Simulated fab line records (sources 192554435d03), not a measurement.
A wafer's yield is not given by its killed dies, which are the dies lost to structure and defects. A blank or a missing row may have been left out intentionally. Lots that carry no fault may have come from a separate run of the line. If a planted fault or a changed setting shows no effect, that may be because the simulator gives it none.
Split-lot experiment / flow n5Finfet / 21 wafers read from 7 lots, route of 1938 steps

== THE SPLIT ITSELF ==
At N5_BEOL_M13_EXPOSE_25 (exposes mask M13, target cd 210 nm), the setting doseMj was moved away from the recipe's 22 on 9 of the 21 wafers read, by -7.2% to +7.1%. For the rest of the wafers, this setting stayed at what the recipe calls for.

== FROM THE SPLIT TO THE READING: what the file shows between them, 3 steps ==
- N5_BEOL_M13_PEB_26: peb time 90 s
- N5_BEOL_M13_DEVELOP_27: develop time 45 s
- N5_BEOL_M13_HARDBAKE_32: time 120 s

== THE READING ==
Shown in nm: cdNm at N5_BEOL_M13_CD_MEAS_28, with target cd 209.5 nm. Fault-free wafers of this fab line usually give 209.3 nm, standard deviation 0.82 nm.

wafer=L076.2; tool, chamber at the split=krfScanner-01, 0; doseMj as run=22; against the recipe=recipe; cdNm, nm=209.7; against lot-mates on the recipe=-
wafer=L076.4; tool, chamber at the split=krfScanner-01, 0; doseMj as run=22; against the recipe=recipe; cdNm, nm=209.8; against lot-mates on the recipe=-
wafer=L076.5; tool, chamber at the split=krfScanner-01, 0; doseMj as run=22; against the recipe=recipe; cdNm, nm=209.4; against lot-mates on the recipe=-
wafer=L079.1; tool, chamber at the split=krfScanner-02, 0; doseMj as run=23.3; against the recipe=+5.9%; cdNm, nm=214.5; against lot-mates on the recipe=+5.2
wafer=L079.2; tool, chamber at the split=krfScanner-02, 0; doseMj as run=22; against the recipe=recipe; cdNm, nm=209.9; against lot-mates on the recipe=-
wafer=L079.4; tool, chamber at the split=krfScanner-02, 0; doseMj as run=22; against the recipe=recipe; cdNm, nm=208.6; against lot-mates on the recipe=-
wafer=L083.3; tool, chamber at the split=krfScanner-01, 0; doseMj as run=22; against the recipe=recipe; cdNm, nm=210.1; against lot-mates on the recipe=-
wafer=L083.4; tool, chamber at the split=krfScanner-01, 0; doseMj as run=23.11; against the recipe=+5.0%; cdNm, nm=214.4; against lot-mates on the recipe=+4.3
wafer=L083.5; tool, chamber at the split=krfScanner-01, 0; doseMj as run=23.11; against the recipe=+5.0%; cdNm, nm=215.6; against lot-mates on the recipe=+5.5
wafer=L088.1; tool, chamber at the split=krfScanner-01, 0; doseMj as run=20.42; against the recipe=-7.2%; cdNm, nm=202.2; against lot-mates on the recipe=no lot-mate on the recipe
wafer=L088.4; tool, chamber at the split=krfScanner-01, 0; doseMj as run=20.42; against the recipe=-7.2%; cdNm, nm=201.2; against lot-mates on the recipe=no lot-mate on the recipe
wafer=L088.5; tool, chamber at the split=krfScanner-01, 0; doseMj as run=20.42; against the recipe=-7.2%; cdNm, nm=201.7; against lot-mates on the recipe=no lot-mate on the recipe
wafer=L089.1; tool, chamber at the split=krfScanner-02, 0; doseMj as run=22; against the recipe=recipe; cdNm, nm=208.9; against lot-mates on the recipe=-
wafer=L089.2; tool, chamber at the split=krfScanner-02, 0; doseMj as run=22; against the recipe=recipe; cdNm, nm=208.2; against lot-mates on the recipe=-
wafer=L089.4; tool, chamber at the split=krfScanner-02, 0; doseMj as run=22; against the recipe=recipe; cdNm, nm=208.4; against lot-mates on the recipe=-
wafer=L090.1; tool, chamber at the split=krfScanner-01, 0; doseMj as run=22; against the recipe=recipe; cdNm, nm=209.0; against lot-mates on the recipe=-
wafer=L090.2; tool, chamber at the split=krfScanner-01, 0; doseMj as run=22; against the recipe=recipe; cdNm, nm=208.9; against lot-mates on the recipe=-
wafer=L090.5; tool, chamber at the split=krfScanner-01, 0; doseMj as run=22.77; against the recipe=+3.5%; cdNm, nm=212.3; against lot-mates on the recipe=+3.4
wafer=L092.1; tool, chamber at the split=krfScanner-01, 0; doseMj as run=22; against the recipe=recipe; cdNm, nm=209.1; against lot-mates on the recipe=-
wafer=L092.3; tool, chamber at the split=krfScanner-01, 0; doseMj as run=23.56; against the recipe=+7.1%; cdNm, nm=216.5; against lot-mates on the recipe=+7.4
wafer=L092.4; tool, chamber at the split=krfScanner-01, 0; doseMj as run=23.56; against the recipe=+7.1%; cdNm, nm=216.9; against lot-mates on the recipe=+7.8

THE FIT
A straight line over all 21 wafers: cdNm changes by +1.04 nm for each +1% of doseMj; r = +0.99; the points scatter about the line by 0.61 nm.
The same after taking each lot's own level away (the mean of its wafers on the recipe; 18 wafers): +1.01 nm for each +1%; r = +0.99; scatter 0.43 nm.
On that fit, the largest move of doseMj shifts the reading by 7.3 nm.
The lots' own levels span 208.50 to 210.10 nm, that is 2.0 times the standard deviation above.
The two slopes are in agreement: the lot-to-lot level therefore moves the slope only a little.
Check: for one of the wafers moved furthest among these (+7.1%), held out of the fit, the line's prediction against its lot-mates is +7.06 nm. Against them it came out at +7.4 nm.

== ADDITIONAL SPLITS CARRIED BY THESE WAFERS ==
Other splits were also applied to these wafers ahead of the reading. Each is held against what the fit with the lots' levels taken away leaves over:
other split on the same wafers=N5_BEOL_M12_EXPOSE_07 doseMj; wafers away from the commonest value=5; r with cdNm (lot level and that fit taken away)=+0.06

== THE WHOLE CHAIN: every reading that the file lists as answering this split, in the file's order ==
step=N5_BEOL_M13_CD_MEAS_28; what it does=target cd 209.5 nm; reading=cdNm; change (the file's fit)=+0.987 nm for each +1% of the setting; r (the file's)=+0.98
step=N5_BEOL_M13_DESCUM_33; what it does=chemistry O2, time 7.9 s; reading=BEOL_M13.cdNm (the simulator's own value, which no gauge read); change (the file's fit)=+0.958 nm for each +1% of the setting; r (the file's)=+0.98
step=N5_BEOL_M13_ETCH_67; what it does=etches SiARC in CF4, target depth 143 nm, time 238.3 s; reading=BEOL_M13.cdNm (the simulator's own value, which no gauge read); change (the file's fit)=+0.993 nm for each +1% of the setting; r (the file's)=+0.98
step=N5_BEOL_M13_ETCH_68; what it does=etches SOC in N2/H2, time 355 s; reading=BEOL_M13.cdNm (the simulator's own value, which no gauge read); change (the file's fit)=+0.893 nm for each +1% of the setting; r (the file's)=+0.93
step=N5_BEOL_M13_TRENCH_ETCH_34; what it does=etches SiOC in C4F8/O2/Ar, target depth 413.47 nm, time 162.6 s; reading=BEOL_M13.cdNm (the simulator's own value, which no gauge read); change (the file's fit)=+0.899 nm for each +1% of the setting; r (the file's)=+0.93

== THE FILE'S OWN FIT ==
cdNm changes by +0.987 nm for each +1% of doseMj, r = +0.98.
